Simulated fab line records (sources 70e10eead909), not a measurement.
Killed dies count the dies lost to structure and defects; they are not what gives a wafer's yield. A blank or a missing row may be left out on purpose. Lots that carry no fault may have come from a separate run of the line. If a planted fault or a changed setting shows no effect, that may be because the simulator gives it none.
Which tool is to blame? :: flow nand harc :: Sampling: 12 lots, 36 wafers, 4 of 1159 route steps

## WHAT EACH GAUGE READ, for each wafer
No reading from a measuring or inspecting step in the record can be judged against a usual standard deviation.

## WHAT TOOL EACH LOT RAN ON (gives the tool, then ch and the chambers of the sampled wafers, and finally the start)
lot: L222
NHARC_A_SLIT_ETCH_17: har etch-02 ch 1, day 14 18:06
NHARC_A_SLIT_STRIP_18: rie diel-03 ch 1,2,3, day 15 05:06 or earlier
NHARC_A_WL_FILL_ALD_02: ald metal-01 ch 0,2,3, day 15 05:06
NHARC_A_WL_FILL_STRIP_29: rie diel-11 ch 1,3, day 15 22:05

lot: L223
NHARC_A_SLIT_ETCH_17: har etch-01 ch 0,1, day 14 18:14
NHARC_A_SLIT_STRIP_18: rie diel-04 ch 0,2, day 15 05:03 or earlier
NHARC_A_WL_FILL_ALD_02: ald metal-02 ch 2,3, day 15 05:03
NHARC_A_WL_FILL_STRIP_29: rie diel-13 ch 0,3, day 15 22:34

lot: L220
NHARC_A_SLIT_ETCH_17: har etch-01 ch 0, day 14 20:19
NHARC_A_SLIT_STRIP_18: rie diel-03 ch 0,3, day 15 05:14 or earlier
NHARC_A_WL_FILL_ALD_02: ald metal-02 ch 1,2,3, day 15 05:14
NHARC_A_WL_FILL_STRIP_29: rie diel-08 ch 1,2,3, day 16 01:53

lot: L225
NHARC_A_SLIT_ETCH_17: har etch-01 ch 0, day 15 09:01
NHARC_A_SLIT_STRIP_18: rie diel-09 ch 1,2,3, day 15 19:53 or earlier
NHARC_A_WL_FILL_ALD_02: ald metal-01 ch 1,2,3, day 15 19:53
NHARC_A_WL_FILL_STRIP_29: rie diel-13 ch 0,1,3, day 16 10:22

lot: L226
NHARC_A_SLIT_ETCH_17: har etch-02 ch 0,1, day 15 17:55
NHARC_A_SLIT_STRIP_18: rie diel-09 ch 0,1,2, day 16 04:21 or earlier
NHARC_A_WL_FILL_ALD_02: ald metal-01 ch 0,2,3, day 16 04:21
NHARC_A_WL_FILL_STRIP_29: rie diel-13 ch 0,2,3, day 16 22:29

lot: L227
NHARC_A_SLIT_ETCH_17: har etch-02 ch 0,1, day 16 03:41
NHARC_A_SLIT_STRIP_18: rie diel-03 ch 0,2,3, day 16 14:41 or earlier
NHARC_A_WL_FILL_ALD_02: ald metal-02 ch 0,1, day 16 14:41
NHARC_A_WL_FILL_STRIP_29: rie diel-08 ch 0,2, day 17 07:20

lot: L230
NHARC_A_SLIT_ETCH_17: har etch-02 ch 0,1, day 16 23:01
NHARC_A_SLIT_STRIP_18: rie diel-03 ch 0,3, day 17 09:28 or earlier
NHARC_A_WL_FILL_ALD_02: ald metal-03 ch 0,2,3, day 17 09:28
NHARC_A_WL_FILL_STRIP_29: rie diel-11 ch 0,1, day 18 01:15

lot: L233
NHARC_A_SLIT_ETCH_17: har etch-01 ch 0,1, day 17 08:13
NHARC_A_SLIT_STRIP_18: rie diel-09 ch 1,2,3, day 17 19:04 or earlier
NHARC_A_WL_FILL_ALD_02: ald metal-01 ch 0,2,3, day 17 19:04
NHARC_A_WL_FILL_STRIP_29: rie diel-13 ch 0,1,2, day 18 09:10

lot: L231
NHARC_A_SLIT_ETCH_17: har etch-02 ch 0,1, day 17 16:04
NHARC_A_SLIT_STRIP_18: rie diel-04 ch 2,3, day 18 02:44 or earlier
NHARC_A_WL_FILL_ALD_02: ald metal-01 ch 1,2, day 18 02:44
NHARC_A_WL_FILL_STRIP_29: rie diel-11 ch 0,3, day 18 19:50

lot: L238
NHARC_A_SLIT_ETCH_17: har etch-02 ch 1, day 18 23:25
NHARC_A_SLIT_STRIP_18: rie diel-04 ch 0,1,3, day 19 11:41 or earlier
NHARC_A_WL_FILL_ALD_02: ald metal-03 ch 2,3, day 19 11:41
NHARC_A_WL_FILL_STRIP_29: rie diel-11 ch 0,1,2, day 20 03:46

lot: L239
NHARC_A_SLIT_ETCH_17: har etch-01 ch 1, day 19 11:54
NHARC_A_SLIT_STRIP_18: rie diel-04 ch 0,1,2, day 19 23:11 or earlier
NHARC_A_WL_FILL_ALD_02: ald metal-03 ch 1,2, day 19 23:11
NHARC_A_WL_FILL_STRIP_29: rie diel-11 ch 0,1,2, day 20 19:48

lot: L242
NHARC_A_SLIT_ETCH_17: har etch-02 ch 0,1, day 19 12:16
NHARC_A_SLIT_STRIP_18: rie diel-09 ch 0,1,3, day 19 22:38 or earlier
NHARC_A_WL_FILL_ALD_02: ald metal-03 ch 0,2,3, day 19 22:38
NHARC_A_WL_FILL_STRIP_29: rie diel-13 ch 0,1,2, day 20 13:19
- NHARC_A_SLIT_ETCH_17: etches the open film in C4F8/O2/Ar, time 1687.5 s, target depth 10100 nm.
- NHARC_A_SLIT_STRIP_18: strips in O2.
- NHARC_A_WL_FILL_ALD_02: deposits TiN, target thk 2 nm, pulse time 3 s, ald cycles 100.
- NHARC_A_WL_FILL_STRIP_29: strips in O2, time 20 s.

## WHAT THE TOOLS THEMSELVES READ (means of the sampled wafers that have a number; where no wafer has one, the mark that the record gives instead)
NHARC_A_SLIT_ETCH_17.
lot: L222
tool: har etch-02
drypump motor current A (A): 6.8
he backside leak sccm (sccm): 5.9
showerhead plenum p Torr (Torr): 3.75
throttle valve pct (%): 32.048

lot: L223
tool: har etch-01
drypump motor current A (A): 6.4
he backside leak sccm (sccm): 5.1
showerhead plenum p Torr (Torr): 3.64
throttle valve pct (%): 32.041

lot: L220
tool: har etch-01
drypump motor current A (A): 6.4
he backside leak sccm (sccm): 5.3
showerhead plenum p Torr (Torr): 3.56
throttle valve pct (%): 32.040

lot: L225
tool: har etch-01
drypump motor current A (A): 6.4
he backside leak sccm (sccm): 5.4
showerhead plenum p Torr (Torr): 3.56
throttle valve pct (%): 32.056

lot: L226
tool: har etch-02
drypump motor current A (A): 6.1
he backside leak sccm (sccm): 5.6
showerhead plenum p Torr (Torr): 3.72
throttle valve pct (%): 32.050

lot: L227
tool: har etch-02
drypump motor current A (A): 6.1
he backside leak sccm (sccm): 5.7
showerhead plenum p Torr (Torr): 3.72
throttle valve pct (%): 32.037

lot: L230
tool: har etch-02
drypump motor current A (A): 5.5
he backside leak sccm (sccm): 5.6
showerhead plenum p Torr (Torr): 3.69
throttle valve pct (%): 32.046

lot: L233
tool: har etch-01
drypump motor current A (A): 6.4
he backside leak sccm (sccm): 5.2
showerhead plenum p Torr (Torr): 3.63
throttle valve pct (%): 32.043

lot: L231
tool: har etch-02
drypump motor current A (A): 5.5
he backside leak sccm (sccm): 5.7
showerhead plenum p Torr (Torr): 3.69
throttle valve pct (%): 32.049

lot: L238
tool: har etch-02
drypump motor current A (A): 6.8
he backside leak sccm (sccm): 5.9
showerhead plenum p Torr (Torr): 3.72
throttle valve pct (%): 32.043

lot: L239
tool: har etch-01
drypump motor current A (A): 6.3
he backside leak sccm (sccm): 5.0
showerhead plenum p Torr (Torr): 3.77
throttle valve pct (%): 32.039

lot: L242
tool: har etch-02
drypump motor current A (A): 5.5
he backside leak sccm (sccm): 5.7
showerhead plenum p Torr (Torr): 3.68
throttle valve pct (%): 32.039

NHARC_A_SLIT_STRIP_18.
lot: L222
tool: rie diel-03
drypump motor current A (A): 5.2
oes product au (a.u.): 1.002
rf vpp V (V): 57.8
showerhead plenum p Torr (Torr): 3.48
throttle valve pct (%): 17.035

lot: L223
tool: rie diel-04
drypump motor current A (A): 6.1
oes product au (a.u.): 1.000
rf vpp V (V): 58.1
showerhead plenum p Torr (Torr): 3.59
throttle valve pct (%): 17.037

lot: L220
tool: rie diel-03
drypump motor current A (A): 5.4
oes product au (a.u.): 1.003
rf vpp V (V): 57.8
showerhead plenum p Torr (Torr): 3.67
throttle valve pct (%): 17.037

lot: L225
tool: rie diel-09
drypump motor current A (A): 5.5
oes product au (a.u.): 0.999
rf vpp V (V): 58.1
showerhead plenum p Torr (Torr): 3.61
throttle valve pct (%): 17.037

lot: L226
tool: rie diel-09
drypump motor current A (A): 5.9
oes product au (a.u.): 1.007
rf vpp V (V): 57.4
showerhead plenum p Torr (Torr): 3.66
throttle valve pct (%): 17.046

lot: L227
tool: rie diel-03
drypump motor current A (A): 5.2
oes product au (a.u.): 1.008
rf vpp V (V): 58.4
showerhead plenum p Torr (Torr): 3.51
throttle valve pct (%): 17.030

lot: L230
tool: rie diel-03
drypump motor current A (A): 5.4
oes product au (a.u.): 0.996
rf vpp V (V): 57.7
showerhead plenum p Torr (Torr): 3.67
throttle valve pct (%): 17.036

lot: L233
tool: rie diel-09
drypump motor current A (A): 5.5
oes product au (a.u.): 0.999
rf vpp V (V): 59.5
showerhead plenum p Torr (Torr): 3.60
throttle valve pct (%): 17.031

lot: L231
tool: rie diel-04
drypump motor current A (A): 5.9
oes product au (a.u.): 1.001
rf vpp V (V): 58.7
showerhead plenum p Torr (Torr): 3.62
throttle valve pct (%): 17.044

lot: L238
tool: rie diel-04
drypump motor current A (A): 5.6
oes product au (a.u.): 1.005
rf vpp V (V): 58.0
showerhead plenum p Torr (Torr): 3.52
throttle valve pct (%): 17.035

lot: L239
tool: rie diel-04
drypump motor current A (A): 5.8
oes product au (a.u.): 1.004
rf vpp V (V): 57.7
showerhead plenum p Torr (Torr): 3.52
throttle valve pct (%): 17.034

lot: L242
tool: rie diel-09
drypump motor current A (A): 6.0
oes product au (a.u.): 0.997
rf vpp V (V): 57.6
showerhead plenum p Torr (Torr): 3.66
throttle valve pct (%): 17.037

NHARC_A_WL_FILL_ALD_02.
lot: L222
tool: ald metal-01
heater power w (W): 983
precursor pulse height rel: 1.022

lot: L223
tool: ald metal-02
heater power w (W): 1162
precursor pulse height rel: 0.999

lot: L220
tool: ald metal-02
heater power w (W): 1059
precursor pulse height rel: 1.003

lot: L225
tool: ald metal-01
heater power w (W): 1060
precursor pulse height rel: 0.977

lot: L226
tool: ald metal-01
heater power w (W): 988
precursor pulse height rel: 1.004

lot: L227
tool: ald metal-02
heater power w (W): 951
precursor pulse height rel: 0.980

lot: L230
tool: ald metal-03
heater power w (W): 1008
precursor pulse height rel: 1.016

lot: L233
tool: ald metal-01
heater power w (W): 978
precursor pulse height rel: 1.022

lot: L231
tool: ald metal-01
heater power w (W): 1085
precursor pulse height rel: 0.994

lot: L238
tool: ald metal-03
heater power w (W): 988
precursor pulse height rel: 1.005

lot: L239
tool: ald metal-03
heater power w (W): 983
precursor pulse height rel: 1.005

lot: L242
tool: ald metal-03
heater power w (W): 1038
precursor pulse height rel: 1.002

NHARC_A_WL_FILL_STRIP_29.
lot: L222
tool: rie diel-11
drypump motor current A (A): 6.4
oes product au (a.u.): 0.997
rf vpp V (V): 56.9
showerhead plenum p Torr (Torr): 3.35
throttle valve pct (%): 17.038

lot: L223
tool: rie diel-13
drypump motor current A (A): 5.4
oes product au (a.u.): 1.004
rf vpp V (V): 57.5
showerhead plenum p Torr (Torr): 3.55
throttle valve pct (%): 17.038

lot: L220
tool: rie diel-08
drypump motor current A (A): 5.9
oes product au (a.u.): 0.993
rf vpp V (V): 58.0
showerhead plenum p Torr (Torr): 3.58
throttle valve pct (%): 17.036

lot: L225
tool: rie diel-13
drypump motor current A (A): 5.1
oes product au (a.u.): 1.005
rf vpp V (V): 57.6
showerhead plenum p Torr (Torr): 3.47
throttle valve pct (%): 17.036

lot: L226
tool: rie diel-13
drypump motor current A (A): 5.1
oes product au (a.u.): 0.991
rf vpp V (V): 57.3
showerhead plenum p Torr (Torr): 3.47
throttle valve pct (%): 17.030

lot: L227
tool: rie diel-08
drypump motor current A (A): 6.3
oes product au (a.u.): 1.000
rf vpp V (V): 58.3
showerhead plenum p Torr (Torr): 3.64
throttle valve pct (%): 17.037

lot: L230
tool: rie diel-11
drypump motor current A (A): 6.4
oes product au (a.u.): 0.993
rf vpp V (V): 57.1
showerhead plenum p Torr (Torr): 3.41
throttle valve pct (%): 17.043

lot: L233
tool: rie diel-13
drypump motor current A (A): 4.9
oes product au (a.u.): 1.010
rf vpp V (V): 57.6
showerhead plenum p Torr (Torr): 3.38
throttle valve pct (%): 17.045

lot: L231
tool: rie diel-11
drypump motor current A (A): 5.9
oes product au (a.u.): 1.013
rf vpp V (V): 57.7
showerhead plenum p Torr (Torr): 3.40
throttle valve pct (%): 17.035

lot: L238
tool: rie diel-11
drypump motor current A (A): 6.0
oes product au (a.u.): 1.007
rf vpp V (V): 57.9
showerhead plenum p Torr (Torr): 3.53
throttle valve pct (%): 17.028

lot: L239
tool: rie diel-11
drypump motor current A (A): 6.1
oes product au (a.u.): 1.011
rf vpp V (V): 57.3
showerhead plenum p Torr (Torr): 3.53
throttle valve pct (%): 17.034

lot: L242
tool: rie diel-13
drypump motor current A (A): 5.0
oes product au (a.u.): 0.995
rf vpp V (V): 57.2
showerhead plenum p Torr (Torr): 3.38
throttle valve pct (%): 17.035

## THE ANSWER, worked out from the rows above alone
Rule: the usual values come from the lots themselves. The widest of any qualifying gaps counts: lots, ordered by their means at a reading, are off when they make up no more than a third of the lots, leave a main group of 4 or more, and stand apart from it by 3 or more times the standard deviation of that group's means. If all means in a main group match to the digits the tables above print for the reading, that group is not used. A lot without any number at a reading at which 4 lots or more have one is off too. The other lots that the step has rows for count as sound. Order of review: gauges by route order, followed by the tools' own readings, for which a lot's mean as printed above is used. The first step at which some lot is off is used, and at that step the reading that is off furthest; a lot without a number counts as furthest.
No lot is off at any reading shown: from this, nothing can be told.

## WHAT THE SIMULATOR HAD INSERTED
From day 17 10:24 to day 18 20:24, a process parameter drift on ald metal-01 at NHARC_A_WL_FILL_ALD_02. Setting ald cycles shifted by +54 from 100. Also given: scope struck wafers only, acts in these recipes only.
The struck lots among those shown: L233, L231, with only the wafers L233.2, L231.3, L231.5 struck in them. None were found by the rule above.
